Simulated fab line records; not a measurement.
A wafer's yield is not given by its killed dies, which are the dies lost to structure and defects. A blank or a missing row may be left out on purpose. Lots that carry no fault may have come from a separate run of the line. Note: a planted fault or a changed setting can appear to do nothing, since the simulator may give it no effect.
fab line records | flow n5Finfet | part 2 of 2: steps 5 to 6 of 6
[record] lots = 24 | wafers = 72 | lastDay = 18
route steps=1938 shown MOL_CONTACT_COAG@560
lots that met no fault: from a run of the same line without faults
startH: hours from the record's first day to the start of the lot's first wafer shown | waitH: how many hours have passed since the lot's step before this one | " identical to the entry in the row above | L1.1+2: several wafers, shown together as one row | - no value, or no start was given | * or withheld: withheld | < > ~ a bound
route shown NAME@n: names a module that has steps shown in the file, with the first one's number in the route | usual: average and standard deviation across the fault-free wafers | same: alike in all rows | chamber/n: place in a boat | sites: readings site by site | _std_site: the values' standard deviation | _edge_site: mean of outer sites minus mean of inner sites | radiusMm: for every site, how far away it sits from the centre of the wafer | mask NAME#n: copy n | behind: the most recent tool/chamber to have shaped the wafer | hold: reason for holding the lot/hours on hold/outcome of the hold | device: names the non-switching transistor (n, p or np) | end of line: the same wafers' tests at the end of the route | for a step that has no rows: nothing shown but its recipe | killed: count of dies lost to structure and defects at first sort (not the wafer's yield) | map: dies across one wafer; x = killed, . = not, _ = none there
set.NAME: the setting that was run; set.NAME@STEP: the one run at that earlier step | model.NAME: the simulator's own value behind a step, which no gauge read
the route's steps for a sample of lots (tables are steps, rows are wafers)
services: a tool's chamber out of use, with start hour (startH, from the record's first day; less than 0 if before it), hours out, and reason
[[steps]]
[step N5_MOL_CONTACT_COAG_OVL_MEAS_41]
[recipe] pointsPerWafer = 522
[usual] VD_OVL = -0.2/0.68
lot.wafer | tool       | chamber | startH | waitH | VD_OVL[nm]
L074.2    | overlay-02 | 0       | 104.38 | 0.0   | -2.4
L074.4    | "          | 0       | "      | "     | -1.1
L074.6    | "          | 0       | "      | "     | -1.7
L075.1    | overlay-02 | 0       | 113.45 | 0.0   | -1.3
L075.4    | "          | 0       | "      | "     | -0.1
L075.6    | "          | 0       | "      | "     | 0.2
L076.3    | overlay-01 | 0       | 116.68 | 0.0   | 0.0
L076.5    | "          | 0       | "      | "     | -0.7
L076.6    | "          | 0       | "      | "     | -1.7
L077.2    | overlay-02 | 0       | 120.34 | 0.0   | -1.1
L077.4    | "          | 0       | "      | "     | -0.4
L077.5    | "          | 0       | "      | "     | -0.3
L078.1    | overlay-02 | 0       | 126.33 | 0.0   | -0.3
L078.3    | "          | 0       | "      | "     | -0.1
L078.4    | "          | 0       | "      | "     | 0.2
L079.1    | overlay-01 | 0       | 133.03 | 0.0   | 0.2
L079.3    | "          | 0       | "      | "     | 0.0
L079.4    | "          | 0       | "      | "     | 0.1
L080.2    | overlay-01 | 0       | 136.37 | 0.0   | -0.3
L080.3    | "          | 0       | "      | "     | -0.6
L080.6    | "          | 0       | "      | "     | -0.5
L081.3    | overlay-01 | 0       | 142.24 | 0.0   | 0.5
L081.5    | "          | 0       | "      | "     | 0.2
L081.6    | "          | 0       | "      | "     | 0.2
L082.4    | overlay-02 | 0       | 147.47 | 0.0   | -0.1
L082.5    | "          | 0       | "      | "     | 0.9
L082.6    | "          | 0       | "      | "     | -0.8
L083.4    | overlay-01 | 0       | 155.60 | 0.0   | -0.4
L083.5    | "          | 0       | "      | "     | 0.7
L083.6    | "          | 0       | "      | "     | 0.1
L084.3    | overlay-01 | 0       | 163.99 | 0.0   | -0.6
L084.4    | "          | 0       | "      | "     | 1.4
L084.5    | "          | 0       | "      | "     | -0.4
L085.2    | overlay-02 | 0       | 164.59 | 0.0   | -0.1
L085.3    | "          | 0       | "      | "     | -0.8
L085.5    | "          | 0       | "      | "     | -0.6
L086.1    | overlay-01 | 0       | 169.24 | 0.0   | 0.1
L086.3    | "          | 0       | "      | "     | 0.1
L086.5    | "          | 0       | "      | "     | -0.8
L087.1    | overlay-01 | 0       | 180.49 | 0.0   | -0.3
L087.3    | "          | 0       | "      | "     | 0.4
L087.6    | "          | 0       | "      | "     | -0.4
L088.2    | overlay-01 | 0       | 185.32 | 0.0   | -0.4
L088.4    | "          | 0       | "      | "     | 0.2
L088.5    | "          | 0       | "      | "     | 0.1
L089.4    | overlay-02 | 0       | 189.87 | 0.0   | -1.3
L089.5    | "          | 0       | "      | "     | -0.1
L089.6    | "          | 0       | "      | "     | -0.6
L090.1    | overlay-01 | 0       | 200.06 | 0.0   | -0.4
L090.3    | "          | 0       | "      | "     | 0.5
L090.5    | "          | 0       | "      | "     | -0.5
L091.3    | overlay-02 | 0       | 201.52 | 0.0   | 0.3
L091.5    | "          | 0       | "      | "     | 0.7
L091.6    | "          | 0       | "      | "     | 0.0
L092.2    | overlay-01 | 0       | 207.57 | 0.0   | -1.8
L092.3    | "          | 0       | "      | "     | 0.0
L092.6    | "          | 0       | "      | "     | -0.8
L093.2    | overlay-01 | 0       | 213.41 | 0.0   | -0.5
L093.3    | "          | 0       | "      | "     | 1.3
L093.5    | "          | 0       | "      | "     | 0.6
L094.1    | overlay-01 | 0       | 228.81 | 0.0   | 0.0
L094.5    | "          | 0       | "      | "     | -0.1
L094.6    | "          | 0       | "      | "     | 0.5
L095.1    | overlay-02 | 0       | 229.01 | 0.0   | -0.3
L095.4    | "          | 0       | "      | "     | -1.6
L095.5    | "          | 0       | "      | "     | -0.2
L096.1    | overlay-01 | 0       | 233.51 | 0.0   | 0.1
L096.2    | "          | 0       | "      | "     | -0.3
L096.5    | "          | 0       | "      | "     | 0.4
L097.2    | overlay-01 | 0       | 239.65 | 0.0   | 0.5
L097.3    | "          | 0       | "      | "     | -0.4
L097.5    | "          | 0       | "      | "     | 0.3
[step N5_MOL_CONTACT_COAG_STRIP_49]
[recipe] chemistry = N2/H2 | timeS = 30 | powerW = 1000 | tempC = 250 | pressureMtorr = withheld | n2FlowSccm = 1750 | h2FlowSccm = 3250
[usual] drypumpMotorCurrentA = 5.60/0.25 | heaterPowerW = 332/19 | tempC = 250.00/0.17
lot.wafer | tool           | chamber | startH | waitH | drypumpMotorCurrentA | heaterPowerW | rfHoursCounterH | tempC
L074.2    | plasmaAsher-01 | 0       | 105.31 | -     | 5.37                 | 357          | 101             | 250.22
L074.4    | "              | 1       | "      | "     | 5.87                 | 318          | -               | 249.93
L074.6    | "              | 0       | "      | "     | 5.36                 | 362          | -               | 250.04
L075.1    | plasmaAsher-02 | 1       | 114.28 | -     | 5.76                 | 318          | 39              | 249.97
L075.4    | "              | 1       | "      | "     | 5.75                 | 317          | -               | 249.84
L075.6    | "              | 0       | "      | "     | 5.39                 | 348          | -               | 249.57
L076.3    | plasmaAsher-01 | 0       | 117.49 | -     | 5.34                 | 359          | -               | 249.84
L076.5    | "              | 1       | "      | "     | 5.89                 | 308          | -               | 250.09
L076.6    | "              | 0       | "      | "     | 5.35                 | 348          | -               | 249.82
L077.2    | plasmaAsher-01 | 1       | 121.11 | -     | 5.85                 | 312          | 104             | 250.00
L077.4    | "              | 0       | "      | "     | 5.37                 | 356          | -               | 250.05
L077.5    | "              | 1       | "      | "     | 5.88                 | 312          | -               | 250.26
L078.1    | plasmaAsher-02 | 0       | 127.13 | -     | 5.32                 | 350          | 42              | 249.69
L078.3    | "              | 0       | "      | "     | 5.32                 | 349          | -               | 250.08
L078.4    | "              | 1       | "      | "     | 5.78                 | 321          | -               | 249.95
L079.1    | plasmaAsher-02 | 0       | 134.21 | -     | 5.34                 | 343          | 43              | 250.01
L079.3    | "              | 0       | "      | "     | 5.32                 | 343          | -               | 250.03
L079.4    | "              | 1       | "      | "     | 5.78                 | 310          | -               | 250.50
L080.2    | plasmaAsher-02 | 0       | 137.13 | -     | 5.33                 | 349          | 44              | 250.08
L080.3    | "              | 1       | "      | "     | 5.77                 | 320          | -               | 249.94
L080.6    | "              | 0       | "      | "     | 5.32                 | 352          | -               | 250.12
L081.3    | plasmaAsher-01 | 0       | 143.03 | -     | 5.38                 | 355          | -               | 249.89
L081.5    | "              | 0       | "      | "     | 5.38                 | 355          | -               | 249.62
L081.6    | "              | 1       | "      | "     | 5.88                 | 312          | -               | 249.86
L082.4    | plasmaAsher-02 | 0       | 148.44 | -     | 5.41                 | 346          | -               | 250.11
L082.5    | "              | 0       | "      | "     | 5.40                 | 349          | -               | 249.79
L082.6    | "              | 1       | "      | "     | 5.77                 | 322          | -               | 250.13
L083.4    | plasmaAsher-01 | 0       | 156.54 | -     | 5.37                 | 349          | -               | 250.08
L083.5    | "              | 0       | "      | "     | 5.37                 | 359          | -               | 250.41
L083.6    | "              | 1       | "      | "     | 5.87                 | 312          | -               | 250.24
L084.3    | plasmaAsher-01 | 0       | 165.55 | -     | 5.35                 | 347          | -               | 249.71
L084.4    | "              | 1       | "      | "     | 5.88                 | 311          | -               | 250.09
L084.5    | "              | 1       | "      | "     | 5.89                 | 320          | -               | 249.99
L085.2    | plasmaAsher-01 | 1       | 165.67 | -     | 5.89                 | 313          | 116             | 250.28
L085.3    | "              | 1       | "      | "     | 5.88                 | 309          | -               | 249.78
L085.5    | "              | 1       | "      | "     | 5.89                 | 309          | -               | 249.94
L086.1    | plasmaAsher-01 | 1       | 170.01 | -     | 5.85                 | 307          | 118             | 249.92
L086.3    | "              | 1       | "      | "     | 5.89                 | 314          | -               | 250.03
L086.5    | "              | 0       | "      | "     | 5.34                 | 362          | -               | 249.98
L087.1    | plasmaAsher-01 | 0       | 181.37 | -     | 5.36                 | 347          | 120             | 249.85
L087.3    | "              | 0       | "      | "     | 5.37                 | 350          | -               | 249.72
L087.6    | "              | 1       | "      | "     | 5.86                 | 313          | -               | 250.17
L088.2    | plasmaAsher-01 | 0       | 186.23 | -     | 5.36                 | 352          | 122             | 250.01
L088.4    | "              | 1       | "      | "     | 5.88                 | 318          | -               | 250.32
L088.5    | "              | 0       | "      | "     | 5.35                 | 356          | -               | 249.94
L089.4    | plasmaAsher-01 | 1       | 191.41 | -     | 5.84                 | 299          | -               | 250.13
L089.5    | "              | 0       | "      | "     | 5.36                 | 348          | -               | 250.19
L089.6    | "              | 1       | "      | "     | 5.86                 | 309          | -               | 249.93
L090.1    | plasmaAsher-01 | 1       | 200.83 | -     | 5.90                 | 321          | 126             | 250.09
L090.3    | "              | 0       | "      | "     | 5.35                 | 352          | -               | 249.84
L090.5    | "              | 1       | "      | "     | 5.89                 | 309          | -               | 249.91
L091.3    | plasmaAsher-01 | 0       | 202.31 | -     | 5.35                 | 354          | -               | 249.95
L091.5    | "              | 0       | "      | "     | 5.35                 | 357          | -               | 249.84
L091.6    | "              | 1       | "      | "     | 5.86                 | 311          | -               | 249.95
L092.2    | plasmaAsher-01 | 0       | 208.79 | -     | 5.36                 | 353          | 127             | 249.88
L092.3    | "              | 1       | "      | "     | 5.92                 | 308          | -               | 249.97
L092.6    | "              | 0       | "      | "     | 5.32                 | 355          | -               | 249.95
L093.2    | plasmaAsher-02 | 1       | 214.17 | -     | 5.77                 | 316          | 53              | 249.85
L093.3    | "              | 1       | "      | "     | 5.81                 | 320          | -               | 250.16
L093.5    | "              | 1       | "      | "     | 5.75                 | 317          | -               | 249.86
L094.1    | plasmaAsher-01 | 0       | 229.58 | -     | 5.36                 | 349          | 131             | 250.32
L094.5    | "              | 1       | "      | "     | 5.91                 | 307          | -               | 250.05
L094.6    | "              | 0       | "      | "     | 5.35                 | 351          | -               | 249.89
L095.1    | plasmaAsher-02 | 1       | 229.79 | -     | 5.73                 | 321          | 56              | 249.84
L095.4    | "              | 0       | "      | "     | 5.32                 | 353          | -               | 250.39
L095.5    | "              | 0       | "      | "     | 5.36                 | 346          | -               | 250.21
L096.1    | plasmaAsher-01 | 1       | 234.42 | -     | 5.84                 | 313          | 132             | 249.90
L096.2    | "              | 0       | "      | "     | 5.36                 | 343          | 132             | 249.96
L096.5    | "              | 0       | "      | "     | 5.37                 | 340          | -               | 249.87
L097.2    | plasmaAsher-02 | 0       | 240.47 | -     | 5.36                 | 347          | 58              | 249.90
L097.3    | "              | 0       | "      | "     | 5.38                 | 344          | -               | 249.75
L097.5    | "              | 0       | "      | "     | 5.37                 | 344          | -               | 249.98
[[services]]
tool           | chamber | startH | hours | kind
rieDiel-06     | 0       | 82.08  | 7.0   | repair
cmp-04         | -       | 89.91  | 2.3   | repair
rieDiel-01     | -       | 90.23  | 0.2   | repair
cmp-02         | -       | 127.72 | 4.6   | pm
cmp-01         | -       | 132.22 | 4.6   | pm
cmp-02         | -       | 136.03 | 4.0   | pm
rieDiel-05     | -       | 147.49 | 16.3  | repair
plasmaAsher-02 | -       | 154.00 | 17.9  | repair
rieDiel-01     | 1       | 164.18 | 2.6   | repair
plasmaAsher-02 | -       | 174.04 | 0.6   | repair
cmp-01         | -       | 178.17 | 4.0   | pm
plasmaAsher-02 | -       | 180.28 | 12.1  | repair
cmp-01         | -       | 183.39 | 0.2   | repair
rieDiel-06     | 2       | 186.97 | -     | clean
rieDiel-06     | 2       | 186.97 | -     | consumableReplace:focusRing
rieDiel-06     | 2       | 186.97 | -     | consumableReplace:showerhead
rieDiel-06     | 2       | 186.97 | 13.7  | scheduledDown
rieDiel-06     | 2       | 186.97 | 13.7  | ventCycle
rieDiel-05     | 2       | 197.50 | -     | clean
plasmaAsher-02 | -       | 206.24 | 2.8   | pm
rieDiel-05     | -       | 220.37 | 0.1   | repair
plasmaAsher-02 | -       | 222.88 | 3.7   | repair
cmp-04         | -       | 227.87 | 4.1   | pm
cmp-01         | -       | 240.40 | 0.8   | repair
